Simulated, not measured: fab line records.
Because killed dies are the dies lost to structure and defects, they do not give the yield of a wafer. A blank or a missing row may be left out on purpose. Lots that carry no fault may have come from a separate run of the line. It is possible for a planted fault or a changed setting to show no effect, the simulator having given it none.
Matching of chambers + flow nandHarc + 4 sister chambers for NHARC_A_BONDPAD_DESCUM_11 on rieDiel-03
The step chemistry O2, time 3 s. 4 wafers are shown with their chamber, then 8 later ones without.

## WAFERS WITH THEIR CHAMBER
| wafer  | chamber | oesProductAu (a.u.) |
|--------|---------|---------------------|
| L640.6 | 1       | 0.983               |
| L646.5 | 2       | 0.997               |
| L646.6 | 3       | 0.991               |
| L653.1 | 0       | 0.992               |

## WAFERS WHOSE CHAMBER IS MISSING
| wafer  | oesProductAu (a.u.) |
|--------|---------------------|
| L653.5 | 0.986               |
| L653.6 | 0.993               |
| L655.4 | 1.010               |
| L655.5 | 1.011               |
| L655.6 | 0.989               |
| L662.1 | 0.992               |
| L662.2 | 0.995               |
| L662.6 | 0.989               |

## THE CHAMBER EACH PASSED THROUGH
| wafer  | from the rows above               | in truth |
|--------|-----------------------------------|----------|
| L653.5 | can't be placed: 1 or 3 or 0 or 2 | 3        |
| L653.6 | can't be placed: 0 or 3 or 2 or 1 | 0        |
| L655.4 | can't be placed: 2 or 0 or 3      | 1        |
| L655.5 | can't be placed: 2 or 0 or 3      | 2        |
| L655.6 | can't be placed: 3 or 0 or 1 or 2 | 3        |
| L662.1 | can't be placed: 0 or 3 or 2 or 1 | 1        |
| L662.2 | can't be placed: 2 or 0 or 3 or 1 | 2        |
| L662.6 | can't be placed: 3 or 0 or 1 or 2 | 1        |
Correctly placed: 0 of 8. Cannot be placed on the basis of these rows: 8; the candidates contain the true chamber in 7. Number placed wrongly: 0.
How it was worked out, from the rows above alone: a wafer's distance from a chamber is the root of the sum, over the readings, of the square of ((its reading less the chamber's mean) divided by the reading's scatter). The wafer belongs to the nearest chamber; if the next one is less than 2 further off, it can't be placed. A chamber's mean is the mean of its shown wafers. The scatter (one wafer shown for each chamber): square how far every hidden wafer sits from the nearest shown wafer, average those squares and take the square root.
